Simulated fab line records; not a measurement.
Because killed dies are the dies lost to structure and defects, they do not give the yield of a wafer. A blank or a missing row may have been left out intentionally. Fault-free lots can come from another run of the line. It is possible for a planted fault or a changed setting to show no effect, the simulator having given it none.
fab line records	flow n5-finfet
record: lots: 24	wafers: 72	last-day: 19
route steps=1938 shown HKMG_FIN@399 GATE_CUT@473
lots with no fault: from the same line, run without faults
start-h: start of the lot's first displayed wafer, in hours after the record's first day	wait-h: time in hours since the lot's previous step	" as in the row above	L1.1+2: one row covering several wafers at once	- either no value or no given start	* or withheld: withheld	< > ~ a bound
route shown NAME@n: NAME is a module with steps in the file, n the number in the route of the first one	usual: mean/standard deviation taken from wafers without a fault	same: alike in all rows	chamber/n: place in a boat	sites: the reading at each site	_std_site: the standard deviation of these	_edge_site: outer sites' mean less inner sites'	radius-mm: for every site, how far away it sits from the centre of the wafer	mask NAME#n: copy n	behind: the most recent tool/chamber to have shaped the wafer	hold: why the lot was held/for how many hours/how that ended	device: which transistor (n, p or np) failed to switch	end of line: tests run on the same wafers once the route is complete	where a step has no rows: the recipe by itself	killed: the dies lost at the first sort to structure and to defects; this is not the yield of the wafer	map: shows each die of a wafer: x if killed, . if not, _ if none is there
set.NAME: the setting that was run; set.NAME@STEP: the one run at that earlier step	model.NAME: the simulator's own value behind a step, which no gauge read
steps of the route over a sample of lots; a table a step, a row a wafer
services: from which hour (start-h, from the record's first day; less than 0 if before it) a tool's chamber was out of use, for how many hours, and why
== steps ==
step: N5_HKMG_FIN_OVL_MEAS_50
recipe: points-per-wafer: 44
usual: NDIPOLE_OVL: 0.2/0.73
lot.wafer	tool	chamber	start-h	wait-h	NDIPOLE_OVL[nm]
L074.1	overlay-02	0	74.55	0.0	0.2
L074.3	"	0	"	"	-0.2
L074.6	"	0	"	"	-0.5
L075.2	overlay-01	0	76.47	0.0	1.6
L075.4	"	0	"	"	0.8
L075.6	"	0	"	"	1.8
L076.1	overlay-02	0	84.73	0.0	1.1
L076.4	"	0	"	"	-0.2
L076.5	"	0	"	"	0.1
L077.1	overlay-01	0	90.21	0.0	-1.2
L077.4	"	0	"	"	-0.5
L077.5	"	0	"	"	-1.1
L078.1	overlay-01	0	98.11	0.0	-0.1
L078.3	"	0	"	"	-0.4
L078.4	"	0	"	"	-0.7
L079.1	overlay-01	0	106.46	0.0	-0.1
L079.4	"	0	"	"	0.7
L079.6	"	0	"	"	-0.4
L080.1	overlay-02	0	111.42	0.0	-0.5
L080.4	"	0	"	"	0.4
L080.6	"	0	"	"	0.0
L081.1	overlay-01	0	117.68	0.0	-0.2
L081.3	"	0	"	"	-0.2
L081.4	"	0	"	"	0.7
L082.3	overlay-02	0	128.39	0.0	-0.1
L082.4	"	0	"	"	-0.1
L082.6	"	0	"	"	1.0
L083.2	overlay-01	0	129.77	0.0	0.2
L083.4	"	0	"	"	0.5
L083.6	"	0	"	"	0.5
L084.1	overlay-01	0	136.75	0.0	-1.4
L084.4	"	0	"	"	-1.4
L084.6	"	0	"	"	-0.5
L085.2	overlay-01	0	145.23	0.0	0.2
L085.3	"	0	"	"	0.8
L085.4	"	0	"	"	0.1
L086.1	overlay-02	0	145.97	0.0	0.6
L086.5	"	0	"	"	-0.8
L086.6	"	0	"	"	-0.6
L087.1	overlay-02	0	152.87	0.0	1.9
L087.2	"	0	"	"	0.9
L087.5	"	0	"	"	1.2
L088.1	overlay-01	0	160.13	0.0	0.2
L088.3	"	0	"	"	0.2
L088.6	"	0	"	"	-0.4
L089.2	overlay-01	0	164.84	0.0	1.8
L089.3	"	0	"	"	1.3
L089.6	"	0	"	"	1.5
L090.3	overlay-02	0	170.01	0.0	0.6
L090.4	"	0	"	"	0.0
L090.5	"	0	"	"	-0.2
L091.1	overlay-01	0	174.12	0.0	-0.5
L091.2	"	0	"	"	0.6
L091.6	"	0	"	"	0.0
L092.1	overlay-01	0	182.57	0.0	0.3
L092.2	"	0	"	"	0.8
L092.6	"	0	"	"	-0.2
L093.1	overlay-01	0	189.50	0.0	0.1
L093.4	"	0	"	"	0.1
L093.6	"	0	"	"	-0.2
L094.1	overlay-02	0	195.87	0.0	1.3
L094.2	"	0	"	"	1.9
L094.5	"	0	"	"	1.1
L095.2	overlay-02	0	198.78	0.0	0.4
L095.5	"	0	"	"	0.0
L095.6	"	0	"	"	0.4
L096.2	overlay-02	0	211.59	0.0	0.8
L096.4	"	0	"	"	0.3
L096.5	"	0	"	"	0.5
L097.2	overlay-01	0	212.38	0.0	-0.1
L097.3	"	0	"	"	-0.5
L097.6	"	0	"	"	0.6
step: N5_HKMG_FIN_ALD_79
recipe: material: TiN	target-thk-a: 15	temp-c: 400	ald-precursor-family: TiCl4	ald-co-reactant: NH3	pulse-time-s: 1	purge-time-s: 3	co-reactant-purge-time-s: 2	co-reactant-pulse-time-s: 2	ald-cycles: 68	pressure-torr: 3
usual: heater-power-w: 844/86	precursor-pulse-height-rel: 1.003/0.02
lot.wafer	tool	chamber	start-h	wait-h	heater-power-w	precursor-pulse-height-rel	since-wet-clean-h
L074.1	ald-metal-03	0	75.98	0.0	932	1.001	2816
L074.3	"	2	"	"	1008	1.014	2816
L074.6	"	2	"	"	974	0.976	-
L075.2	ald-metal-01	3	78.23	0.0	813	1.049	1280
L075.4	"	1	"	"	819	1.023	1280
L075.6	"	2	"	"	716	1.012	-
L076.1	ald-metal-01	3	86.56	0.0	855	0.984	1288
L076.4	"	2	"	"	720	0.974	1288
L076.5	"	0	"	"	886	0.978	-
L077.1	ald-metal-01	1	91.65	0.0	821	1.014	1293
L077.4	"	0	"	"	864	1.017	1293
L077.5	"	3	"	"	849	0.959	-
L078.1	ald-metal-03	0	99.54	0.0	901	1.006	2839
L078.3	"	3	"	"	911	1.037	2839
L078.4	"	1	"	"	844	0.990	2839
L079.1	ald-metal-01	0	107.94	0.0	875	0.997	1309
L079.4	"	3	"	"	828	0.983	1309
L079.6	"	0	"	"	867	1.025	-
L080.1	ald-metal-02	2	112.84	0.0	705	1.017	5930
L080.4	"	0	"	"	991	0.960	5930
L080.6	"	0	"	"	975	0.990	-
L081.1	ald-metal-01	2	119.19	0.0	697	0.993	1321
L081.3	"	1	"	"	813	0.998	1321
L081.4	"	3	"	"	831	0.997	1321
L082.3	ald-metal-02	0	129.82	0.0	980	1.012	5947
L082.4	"	2	"	"	702	0.989	5947
L082.6	"	0	"	"	997	0.992	-
L083.2	ald-metal-03	3	131.20	0.0	897	1.012	2871
L083.4	"	0	"	"	927	1.026	2871
L083.6	"	1	"	"	831	0.996	-
L084.1	ald-metal-03	1	138.19	0.0	841	1.061	2878
L084.4	"	3	"	"	918	1.009	2878
L084.6	"	0	"	"	927	0.981	-
L085.2	ald-metal-02	1	146.66	0.0	765	1.017	5963
L085.3	"	3	"	"	784	1.006	5963
L085.4	"	2	"	"	684	1.001	5963
L086.1	ald-metal-03	0	147.61	0.0	955	1.046	2887
L086.5	"	1	"	"	843	1.005	-
L086.6	"	2	"	"	984	1.003	-
L087.1	ald-metal-02	3	154.30	0.0	779	1.018	5971
L087.2	"	0	"	"	976	1.019	5971
L087.5	"	2	"	"	692	0.966	-
L088.1	ald-metal-03	2	161.56	0.0	968	1.015	2901
L088.3	"	3	"	"	872	1.043	2901
L088.6	"	0	"	"	936	1.014	-
L089.2	ald-metal-01	1	166.26	0.0	804	0.985	1368
L089.3	"	2	"	"	708	0.992	1368
L089.6	"	1	"	"	803	1.006	-
L090.3	ald-metal-01	2	171.43	0.0	702	1.018	1373
L090.4	"	0	"	"	911	0.990	1373
L090.5	"	0	"	"	885	0.999	-
L091.1	ald-metal-01	3	175.55	0.0	843	1.025	1377
L091.2	"	0	"	"	883	0.978	1377
L091.6	"	1	"	"	794	0.997	-
L092.1	ald-metal-01	3	184.07	0.0	826	1.011	1385
L092.2	"	0	"	"	857	1.006	1385
L092.6	"	1	"	"	779	1.012	-
L093.1	ald-metal-03	2	190.93	0.0	988	0.981	2931
L093.4	"	0	"	"	912	0.977	2931
L093.6	"	3	"	"	890	1.021	-
L094.1	ald-metal-02	3	197.30	0.0	776	0.995	6014
L094.2	"	0	"	"	1016	1.009	6014
L094.5	"	2	"	"	693	0.990	-
L095.2	ald-metal-01	0	200.56	0.0	870	1.010	1402
L095.5	"	0	"	"	897	1.006	-
L095.6	"	1	"	"	822	1.015	-
L096.2	ald-metal-01	0	213.02	0.0	897	0.991	1414
L096.4	"	3	"	"	832	1.029	1414
L096.5	"	0	"	"	888	1.015	-
L097.2	ald-metal-03	3	213.81	0.0	894	0.973	2954
L097.3	"	0	"	"	923	1.006	2954
L097.6	"	0	"	"	934	1.029	-
step: N5_HKMG_FIN_ETCH_32
recipe: chemistry: N2/H2	target: SOC	target-depth-a: 2400	temp-c: 40	time-s: 300	ion-energy-ev: 200	mask-material: SiARC	pressure-mtorr: 30	source-w: 840	bias-w: 150	n2-flow-sccm: 200	h2-flow-sccm: 200
usual: drypump-motor-current-A: 5.9/0.49	oes-product-au: 0.77/0.099	rf-vpp-V: 523.1/2.4	showerhead-plenum-p-Torr: 2.51/0.085	throttle-valve-pct: 17.8/0.33
lot.wafer	tool	chamber	start-h	wait-h	drypump-motor-current-A	oes-product-au	rf-hours-counter-h	rf-vpp-V	showerhead-plenum-p-Torr	throttle-valve-pct
L074.1	rie-diel-01	1	78.19	0.0	5.8	0.67	248	523.1	2.50	18.2
L074.3	"	0	"	"	6.4	0.73	159	527.9	2.63	18.0
L074.6	"	2	"	"	6.6	0.79	-	523.3	2.45	18.3
L075.2	rie-diel-04	3	89.25	0.0	5.2	0.71	200	519.6	2.41	17.6
L075.4	"	0	"	"	6.0	0.78	102	524.7	2.56	18.2
L075.6	"	0	"	"	6.0	0.78	-	524.6	2.56	18.2
L076.1	rie-diel-01	2	89.29	0.0	6.6	0.78	123	522.9	2.45	18.3
L076.4	"	2	"	"	6.5	0.79	-	521.5	2.45	18.2
L076.5	"	3	"	"	5.9	1.05	-	523.1	2.48	17.2
L077.1	rie-diel-04	0	94.18	0.0	6.0	0.79	104	523.2	2.56	18.2
L077.4	"	2	"	"	5.6	0.73	166	520.4	2.43	18.0
L077.5	"	3	"	"	5.2	0.72	-	520.3	2.41	17.6
L078.1	rie-diel-04	3	101.84	0.0	5.2	0.72	206	520.6	2.41	17.6
L078.3	"	1	"	"	6.4	0.67	227	525.9	2.62	18.0
L078.4	"	2	"	"	5.6	0.73	-	521.6	2.43	18.1
L079.1	rie-diel-01	3	110.74	0.0	5.9	0.98	9	521.6	2.47	17.2
L079.4	"	1	"	"	5.8	0.97	-	523.9	2.50	17.7
L079.6	"	3	"	"	5.9	0.98	-	523.7	2.47	17.2
L080.1	rie-diel-04	0	115.29	0.0	6.0	0.78	107	523.8	2.56	18.2
L080.4	"	0	"	"	6.0	0.78	-	525.8	2.56	18.2
L080.6	"	3	"	"	5.2	0.71	-	520.5	2.40	17.6
L081.1	rie-diel-04	3	121.61	0.0	5.2	0.71	213	520.6	2.40	17.6
L081.3	"	0	"	"	6.0	0.77	109	524.1	2.56	18.2
L081.4	"	1	"	"	6.4	0.66	-	525.2	2.62	17.9
L082.3	rie-diel-01	0	131.93	0.0	6.4	0.72	175	526.6	2.62	18.0
L082.4	"	1	"	"	5.8	0.95	11	521.8	2.49	17.8
L082.6	"	3	"	"	5.9	0.97	-	522.1	2.47	17.2
L083.2	rie-diel-04	1	133.62	0.0	6.4	0.66	239	525.6	2.62	18.0
L083.4	"	3	"	"	5.2	0.71	-	520.7	2.40	17.7
L083.6	"	0	"	"	6.0	0.76	-	523.5	2.56	18.2
L084.1	rie-diel-01	2	140.70	0.0	6.5	0.76	143	520.9	2.44	18.3
L084.4	"	0	"	"	6.4	0.72	177	525.6	2.62	18.0
L084.6	"	3	"	"	6.0	0.97	-	522.7	2.47	17.2
L085.2	rie-diel-01	2	149.36	0.0	6.5	0.76	146	521.7	2.44	18.3
L085.3	"	1	"	"	5.8	0.91	16	521.8	2.49	17.8
L085.4	"	0	"	"	6.4	0.72	180	526.2	2.62	18.0
L086.1	rie-diel-01	3	151.52	0.0	6.0	0.93	23	523.3	2.47	17.2
L086.5	"	3	"	"	5.9	0.94	-	523.1	2.47	17.2
L086.6	"	2	"	"	6.6	0.76	-	522.1	2.44	18.3
L087.1	rie-diel-01	2	156.38	0.0	6.5	0.76	148	522.2	2.44	18.3
L087.2	"	0	"	"	6.4	0.71	181	525.9	2.62	18.0
L087.5	"	3	"	"	5.9	0.94	-	521.4	2.47	17.2
L088.1	rie-diel-03	3	163.86	0.0	6.5	0.72	200	525.6	2.64	18.0
L088.3	"	2	"	"	5.3	0.79	114	520.8	2.45	17.5
L088.6	"	2	"	"	5.3	0.79	-	520.8	2.45	17.5
L089.2	rie-diel-03	3	168.65	0.0	6.5	0.71	202	525.8	2.64	18.0
L089.3	"	2	"	"	5.3	0.79	116	521.4	2.45	17.5
L089.6	"	1	"	"	5.2	0.68	-	525.7	2.61	17.9
L090.3	rie-diel-03	3	173.78	0.0	6.5	0.71	203	526.6	2.64	18.0
L090.4	"	1	"	"	5.2	0.68	248	526.1	2.61	17.9
L090.5	"	2	"	"	5.3	0.79	-	523.1	2.45	17.5
L091.1	rie-diel-03	0	177.76	0.0	5.7	0.68	222	521.6	2.43	18.0
L091.2	"	2	"	"	5.3	0.78	119	522.1	2.45	17.5
L091.6	"	3	"	"	6.5	0.71	-	527.6	2.63	18.0
L092.1	rie-diel-03	2	186.08	0.0	5.3	0.78	122	521.8	2.45	17.5
L092.2	"	0	"	"	5.6	0.68	225	519.7	2.43	18.0
L092.6	"	2	"	"	5.3	0.78	-	521.4	2.45	17.5
L093.1	rie-diel-01	2	193.18	0.0	6.6	0.76	158	520.5	2.43	18.3
L093.4	"	0	"	"	6.4	0.71	194	526.2	2.62	18.1
L093.6	"	2	"	"	6.6	0.75	-	520.0	2.43	18.3
L094.1	rie-diel-01	0	199.79	0.0	6.4	0.71	198	525.8	2.61	18.1
L094.2	"	3	"	"	5.9	0.91	39	522.9	2.46	17.2
L094.5	"	1	"	"	5.8	0.89	-	522.5	2.49	17.8
L095.2	rie-diel-03	2	202.83	0.0	5.3	0.77	132	521.1	2.44	17.5
L095.5	"	2	"	"	5.3	0.77	-	520.9	2.44	17.5
L095.6	"	3	"	"	6.5	0.70	-	525.4	2.63	18.0
L096.2	rie-diel-03	0	215.16	0.0	5.6	0.67	239	519.4	2.42	18.0
L096.4	"	1	"	"	5.2	0.96	-	526.0	2.61	17.5
L096.5	"	0	"	"	5.7	0.67	-	521.2	2.42	18.0
L097.2	rie-diel-04	3	216.24	0.0	5.2	0.69	249	519.6	2.39	17.7
L097.3	"	1	"	"	6.4	0.91	15	525.6	2.61	17.6
L097.6	"	2	"	"	5.6	0.71	-	519.8	2.42	18.1
step: N5_HKMG_FIN_CMP_94
recipe: stop-on: SiNx	post-cmp-clean: w-dilute-nh4oh	t-overpolish-s: 4.7	down-force-psi: 4	platen-rpm: 50.289	pad-velocity-m-s: 1.0006	target-thk-nm: 43.299
usual: edge-zone-pressure-frac: 1.001/0.0048	motor-current-A: 12.2/1.1
lot.wafer	tool	chamber	start-h	wait-h	edge-zone-pressure-frac	motor-current-A
L074.1	cmp-01	1	82.39	0.4	0.998	11.9
L074.3	"	0	"	"	0.998	11.4
L074.6	"	1	"	"	1.004	12.5
L075.2	cmp-01	0	93.53	0.4	1.001	12.0
L075.4	"	3	"	"	1.004	10.9
L075.6	"	1	"	"	0.994	12.0
L076.4	cmp-03	3	93.58	0.3	0.996	11.0
L076.1	"	0	"	"	1.002	11.7
L076.5	"	3	"	"	0.998	12.1
L077.1	cmp-02	3	98.26	0.4	0.989	14.2
L077.4	"	2	"	"	0.995	13.0
L077.5	"	0	"	"	0.998	11.8
L078.3	cmp-03	0	105.92	0.4	0.993	11.8
L078.4	"	2	"	"	1.006	10.6
L078.1	"	3	"	"	0.996	11.2
L079.4	cmp-02	3	114.88	0.4	0.997	13.7
L079.1	"	1	"	"	1.003	13.2
L079.6	"	3	"	"	0.998	14.4
L080.1	cmp-03	1	119.43	0.4	1.004	11.7
L080.4	"	2	"	"	1.002	11.1
L080.6	"	2	"	"	1.008	10.5
L081.1	cmp-03	3	125.86	0.3	1.005	10.9
L081.3	"	0	"	"	1.005	10.9
L081.4	"	1	"	"	1.000	11.5
L082.3	cmp-02	0	136.03	0.3	0.999	11.3
L082.4	"	2	"	"	1.006	13.2
L082.6	"	3	"	"	0.993	14.7
L083.4	cmp-01	1	137.69	0.4	0.999	13.0
L083.2	"	2	"	"	0.987	13.5
L083.6	"	1	"	"	1.000	11.6
L084.4	cmp-01	3	144.81	0.4	1.001	11.7
L084.1	"	1	"	"	1.000	12.2
L084.6	"	0	"	"	1.006	11.9
L085.3	cmp-03	1	153.85	0.4	0.999	11.7
L085.2	"	3	"	"	0.995	11.0
L085.4	"	0	"	"	0.992	11.4
L086.1	cmp-02	1	155.76	0.2	0.998	13.0
L086.5	"	2	"	"	1.000	13.2
L086.6	"	3	"	"	1.000	15.0
L087.1	cmp-03	2	160.54	0.4	1.009	11.2
L087.2	"	1	"	"	1.007	11.6
L087.5	"	3	"	"	1.001	11.2
L088.3	cmp-01	2	167.99	0.3	1.001	13.4
L088.1	"	3	"	"	0.996	11.2
L088.6	"	2	"	"	1.002	12.7
L089.3	cmp-03	2	172.86	0.3	1.002	10.9
L089.2	"	3	"	"	1.001	11.1
L089.6	"	2	"	"	1.000	11.4
L090.3	cmp-03	2	177.88	0.3	1.017	11.5
L090.4	"	0	"	"	0.997	12.1
L090.5	"	1	"	"	1.005	12.5
L091.2	cmp-01	1	181.83	0.4	1.001	12.6
L091.1	"	2	"	"	0.997	12.8
L091.6	"	1	"	"	1.007	12.5
L092.2	cmp-03	1	190.37	0.3	1.004	11.6
L092.1	"	3	"	"	1.002	11.0
L092.6	"	1	"	"	0.996	11.6
L093.1	cmp-02	1	197.45	0.4	1.004	12.6
L093.4	"	3	"	"	1.006	15.1
L093.6	"	1	"	"	1.003	13.1
L094.2	cmp-02	2	203.98	0.3	1.000	12.9
L094.1	"	3	"	"	0.998	14.9
L094.5	"	2	"	"	1.006	13.3
L095.2	cmp-03	3	207.09	0.4	1.002	10.9
L095.5	"	3	"	"	1.000	11.5
L095.6	"	0	"	"	0.997	11.5
L096.4	cmp-02	2	219.26	0.3	1.011	13.0
L096.2	"	3	"	"	1.002	14.6
L096.5	"	2	"	"	1.006	13.0
L097.2	cmp-03	1	220.43	0.4	1.002	12.5
L097.3	"	0	"	"	1.003	11.4
L097.6	"	2	"	"	1.007	10.3
step: N5_GATE_CUT_SAC_CAP_01
recipe: material: SiNx	target-thk-a: 240	temp-c: 400	ald-precursor-family: SiH2I2	ald-co-reactant: N2/H2-plasma	pulse-time-s: 1	ald-cycles: 480	purge-time-s: 2	co-reactant-purge-time-s: 2	pressure-torr: 2
usual: heater-power-w: 870/97	precursor-pulse-height-rel: 0.996/0.019
lot.wafer	tool	chamber	start-h	wait-h	heater-power-w	precursor-pulse-height-rel	since-wet-clean-h
L074.1	ald-sin-04	3	83.40	0.2	864	0.985	182
L074.3	"	1	"	"	784	1.006	182
L074.6	"	3	84.48	1.2	856	1.024	-
L075.2	ald-sin-04	1	94.87	0.5	799	1.010	193
L075.4	"	2	"	"	988	1.018	193
L075.6	"	3	95.95	1.6	901	1.023	-
L076.1	ald-sin-04	2	97.13	2.7	983	0.973	195
L076.4	"	1	"	"	797	0.955	195
L076.5	"	1	98.22	3.8	789	0.972	-
L077.1	ald-sin-04	1	99.70	0.5	808	1.002	198
L077.4	"	3	"	"	892	0.982	198
L077.5	"	3	100.79	1.6	899	0.968	-
L078.1	ald-sin-04	0	107.10	0.0	750	0.991	205
L078.3	"	1	"	"	783	1.015	205
L078.4	"	2	"	"	984	0.965	205
L079.1	ald-sin-04	0	116.13	0.2	764	0.997	214
L079.4	"	1	"	"	772	1.010	214
L079.6	"	1	117.21	1.3	783	0.996	-
L080.1	ald-sin-02	0	120.31	0.0	774	1.001	110
L080.4	"	3	"	"	868	1.024	110
L080.6	"	3	121.40	1.1	849	1.002	-
L081.1	ald-sin-02	0	126.91	0.0	791	1.024	117
L081.3	"	3	"	"	874	0.968	117
L081.4	"	1	"	"	863	0.965	117
L082.3	ald-sin-02	0	136.88	0.0	799	0.986	127
L082.4	"	3	"	"	854	0.999	127
L082.6	"	2	137.96	1.1	841	1.011	-
L083.2	ald-sin-04	3	139.05	0.5	901	1.001	237
L083.4	"	2	"	"	997	0.971	237
L083.6	"	1	140.14	1.6	778	0.979	-
L084.1	ald-sin-01	0	145.68	0.0	1155	0.981	47
L084.4	"	1	"	"	925	0.960	47
L084.6	"	2	146.77	1.1	827	1.023	-
L085.2	ald-sin-04	1	154.72	0.0	788	0.992	253
L085.3	"	0	"	"	749	1.027	253
L085.4	"	2	"	"	979	0.983	253
L086.1	ald-sin-04	0	157.82	1.3	751	0.984	256
L086.5	"	0	158.91	2.4	751	0.990	-
L086.6	"	2	"	"	975	0.967	-
L087.1	ald-sin-01	0	161.87	0.5	1132	1.019	63
L087.2	"	1	"	"	904	1.002	63
L087.5	"	3	162.95	1.6	863	0.955	-
L088.1	ald-sin-04	2	168.83	0.0	987	0.999	267
L088.3	"	0	169.92	1.1	743	1.015	-
L088.6	"	0	171.00	2.2	744	0.970	-
L089.2	ald-sin-01	2	173.92	0.1	833	0.959	75
L089.3	"	3	"	"	912	1.010	75
L089.6	"	0	175.00	1.2	1124	0.995	-
L090.3	ald-sin-04	2	179.90	1.1	1000	0.979	-
L090.4	"	0	"	"	762	1.003	-
L090.5	"	0	180.99	2.2	751	1.022	-
L091.1	ald-sin-04	1	182.70	0.0	806	0.984	281
L091.2	"	3	"	"	902	0.966	281
L091.6	"	1	183.79	1.1	801	1.000	-
L092.1	ald-sin-01	0	191.24	0.0	1111	0.969	92
L092.2	"	3	"	"	858	1.013	92
L092.6	"	2	192.33	1.1	798	1.015	-
L093.1	ald-sin-02	2	198.47	0.0	853	0.967	189
L093.4	"	3	"	"	855	1.004	189
L093.6	"	1	199.56	1.1	846	0.999	-
L094.1	ald-sin-02	1	204.83	0.0	846	1.005	195
L094.2	"	0	"	"	780	0.997	195
L094.5	"	1	205.91	1.1	864	1.005	-
L095.2	ald-sin-01	2	208.17	0.2	823	0.991	109
L095.5	"	2	209.26	1.3	832	0.976	-
L095.6	"	3	"	"	874	0.979	-
L096.2	ald-sin-01	3	220.12	0.0	887	0.972	121
L096.4	"	1	"	"	909	1.003	121
L096.5	"	2	221.21	1.1	809	1.008	-
L097.2	ald-sin-02	0	222.29	0.7	790	0.982	212
L097.3	"	1	"	"	853	0.995	212
L097.6	"	3	223.37	1.8	877	0.994	-
step: N5_GATE_CUT_PECVD_57
recipe: material: SiNx	target-thk-a: 210	temp-c: 400	precursor: SiH4/NH3/N2	pressure-torr: 1.5	rf-w: 300
usual: heater-power-w: 779/98	showerhead-plenum-p-Torr: 5.14/0.07	throttle-valve-pct: 39.3/2.1
lot.wafer	tool	chamber	start-h	wait-h	heater-power-w	showerhead-plenum-p-Torr	since-wet-clean-h	throttle-valve-pct
L074.1	pecvd-02	2	85.59	1.1	914	5.19	398	39.7
L074.3	"	1	"	"	819	5.06	1877	37.7
L074.6	"	1	"	"	817	5.04	-	37.7
L075.2	pecvd-04	0	97.06	1.1	698	5.21	982	41.5
L075.4	"	0	"	"	700	5.21	-	41.8
L075.6	"	2	"	"	1003	5.22	-	38.2
L076.1	pecvd-03	1	99.33	1.1	661	5.10	1528	41.8
L076.4	"	0	"	"	832	5.12	-	40.2
L076.5	"	1	"	"	649	5.09	-	41.8
L077.1	pecvd-02	1	101.89	1.1	784	5.03	1893	37.8
L077.4	"	0	"	"	607	5.19	-	41.1
L077.5	"	1	"	"	771	5.04	-	37.5
L078.1	pecvd-02	0	109.29	1.1	710	5.22	1176	40.9
L078.3	"	2	"	"	888	5.18	422	39.8
L078.4	"	1	"	"	738	5.05	-	37.8
L079.1	pecvd-04	2	118.32	1.1	985	5.22	249	38.2
L079.4	"	2	"	"	999	5.23	-	38.2
L079.6	"	0	"	"	735	5.21	-	41.6
L080.1	pecvd-03	0	122.50	1.1	891	5.11	826	39.8
L080.4	"	0	"	"	914	5.12	-	39.9
L080.6	"	1	"	"	720	5.08	-	41.4
L081.1	pecvd-02	1	129.10	1.1	772	5.04	1920	37.9
L081.3	"	1	"	"	799	5.04	-	37.5
L081.4	"	2	"	"	880	5.21	-	40.0
L082.3	pecvd-02	0	139.07	1.1	668	5.19	1205	41.2
L082.4	"	2	"	"	833	5.19	-	40.3
L082.6	"	0	"	"	665	5.20	-	41.1
L083.2	pecvd-02	0	141.25	1.1	663	5.19	1208	41.4
L083.4	"	1	"	"	790	5.04	-	37.7
L083.6	"	2	"	"	844	5.19	-	40.2
L084.1	pecvd-03	2	147.87	1.1	718	5.21	98	35.3
L084.4	"	2	"	"	715	5.19	-	35.6
L084.6	"	0	"	"	807	5.13	-	40.4
L085.2	pecvd-04	2	156.91	1.1	947	5.21	288	38.2
L085.3	"	0	"	"	830	5.22	1042	41.6
L085.4	"	1	"	"	768	5.02	-	38.2
L086.1	pecvd-04	2	160.02	1.1	1011	5.23	291	38.4
L086.5	"	1	"	"	794	5.03	-	38.2
L086.6	"	0	"	"	710	5.20	-	41.1
L087.1	pecvd-03	1	164.06	1.1	702	5.09	1593	41.7
L087.2	"	0	"	"	932	5.12	868	40.2
L087.5	"	0	"	"	916	5.14	-	40.4
L088.1	pecvd-03	2	172.11	2.2	690	5.20	122	35.6
L088.3	"	0	"	"	814	5.12	876	40.2
L088.6	"	2	"	"	681	5.20	-	35.7
L089.2	pecvd-03	2	176.11	1.1	758	5.20	126	35.7
L089.3	"	0	"	"	892	5.12	880	40.3
L089.6	"	1	"	"	676	5.09	-	41.9
L090.3	pecvd-04	0	182.09	1.1	699	5.21	1067	41.4
L090.4	"	0	"	"	713	5.20	-	41.4
L090.5	"	1	"	"	759	5.03	-	38.4
L091.1	pecvd-03	1	184.90	1.1	686	5.09	1614	41.6
L091.2	"	0	"	"	796	5.11	889	40.2
L091.6	"	1	"	"	669	5.08	-	41.8
L092.1	pecvd-03	1	193.45	1.1	710	5.07	1622	41.6
L092.2	"	2	"	"	729	5.21	143	35.9
L092.6	"	1	"	"	711	5.08	-	41.6
L093.1	pecvd-03	1	200.67	1.1	695	5.10	1630	41.9
L093.4	"	1	"	"	718	5.08	-	41.7
L093.6	"	0	"	"	799	5.12	-	40.5
L094.1	pecvd-04	0	207.02	1.1	826	5.21	1092	41.5
L094.2	"	1	"	"	759	5.02	1817	38.1
L094.5	"	0	"	"	803	5.21	-	41.3
L095.2	pecvd-03	0	210.36	1.1	873	5.11	914	40.5
L095.5	"	1	"	"	668	5.08	-	41.6
L095.6	"	2	"	"	666	5.22	-	35.6
L096.2	pecvd-02	1	222.31	1.1	674	5.05	2014	37.7
L096.4	"	0	"	"	580	5.20	-	41.1
L096.5	"	2	"	"	881	5.19	-	40.8
L097.2	pecvd-02	0	224.48	1.1	658	5.18	1291	41.2
L097.3	"	2	"	"	829	5.19	537	40.8
L097.6	"	0	"	"	654	5.20	-	41.2
== services ==
tool	chamber	start-h	hours	kind
pecvd-03	1	59.37	15.9	repair
pecvd-04	-	60.79	0.9	repair
cmp-03	-	66.21	4.0	pm
cmp-02	-	73.30	4.5	pm
cmp-02	-	84.87	1.1	repair
rie-diel-03	3	86.91	5.4	repair
rie-diel-01	0	100.51	13.7	repair
pecvd-03	2	101.61	3.9	repair
pecvd-03	0	103.00	14.9	repair
rie-diel-04	2	110.41	45.9	repair
cmp-02	-	110.86	0.5	repair
rie-diel-04	-	115.75	0.4	repair
pecvd-02	0	125.05	9.5	repair
cmp-02	-	146.21	7.9	repair
rie-diel-04	0	159.67	9.2	repair
cmp-03	-	161.38	0.3	repair
rie-diel-04	3	166.89	6.3	repair
cmp-02	-	171.78	1.0	repair
pecvd-03	-	179.32	2.1	repair
cmp-03	-	193.45	7.5	pm
rie-diel-01	2	196.01	16.2	repair
cmp-03	-	212.44	7.1	pm
ald-sin-04	-	214.90	14.6	pm
cmp-02	-	220.30	7.3	pm
== key ==
fault none
